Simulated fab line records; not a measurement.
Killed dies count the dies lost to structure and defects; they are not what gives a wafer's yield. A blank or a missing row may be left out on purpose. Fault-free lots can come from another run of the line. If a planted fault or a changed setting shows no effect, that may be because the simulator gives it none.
The same fault as seen by 2 desks    flow n5_finfet    every desk sees just its own numbers, and what lay behind them comes last

THE DEFECT DESK
Lot by lot, what the route's inspections counted, given as the mean of those sampled wafers with a number. The brackets show how far a lot's mean lies from the usual mean; more than 4 standard deviations puts the lot out of limits, marked OUT.
Columns: A = raw_defect_count at N5_BEOL_M8_INSPECT_13, usual 440
lot   first seen here  A
L765  day 10 21:14     435
L764  day 11 00:21     482
L769  day 11 18:52     724
L773  day 12 20:29     403
L778  day 14 01:13     466
L776  day 14 01:38     475
L779  day 14 04:24     409
L780  day 14 16:49     562
L782  day 15 00:59     514
L784  day 15 07:05     326
L785  day 15 23:46     541
Result from this desk: across the 11 lots, nothing is out of limits.

AT THE TOOL OWNER'S DESK: rie_diel-06
The tool's own readings at N5_BEOL_M8_STRIP_19 (strips in O2): means of the sampled wafers that have a number, for each lot that ran on this tool. The brackets show how far a lot's mean lies from the usual mean; more than 4 standard deviations puts the lot out of limits, marked OUT.
Columns: A = chamber_pressure_mTorr at N5_BEOL_M8_STRIP_19, usual 30.00 mTorr; B = drypump_motor_current_A at N5_BEOL_M8_STRIP_19, usual 5.7 A; C = oes_product_au at N5_BEOL_M8_STRIP_19, usual 0.81 a.u.; D = rf_vpp_V at N5_BEOL_M8_STRIP_19, usual 3.7 V; E = showerhead_plenum_p_Torr at N5_BEOL_M8_STRIP_19, usual 2.08 Torr; F = throttle_valve_pct at N5_BEOL_M8_STRIP_19, usual 16.65 %
lot   first seen here  A                B    C     D    E     F
L764  day 11 01:20     30.02            5.7  0.75  3.8  2.02  16.52
L773  day 12 21:05     32.98 (+83) OUT  5.5  0.86  3.5  2.06  16.64
This desk finds L773 out of limits, L773 being first, at day 12 21:05 (chamber_pressure_mTorr at N5_BEOL_M8_STRIP_19). In limits: L764.

TAKEN TOGETHER
An alarm could have come from the tool owner's desk at day 12 21:05, on L773.
Nothing the defect desk looked at was out of limits.
The defect desk has L773 on record, within its limits.
Of the lots named, all ran N5_BEOL_M8_STRIP_19 on rie_diel-06.

WHAT HAD BEEN PUT IN BY THE SIMULATOR
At N5_BEOL_M8_STRIP_19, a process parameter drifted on rie_diel-06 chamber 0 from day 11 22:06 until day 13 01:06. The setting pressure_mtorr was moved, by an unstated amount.
Struck lots among those shown: L773.
Time in hours from fault onset to the first out-of-limits reading at each desk: the tool owner's desk, 23.
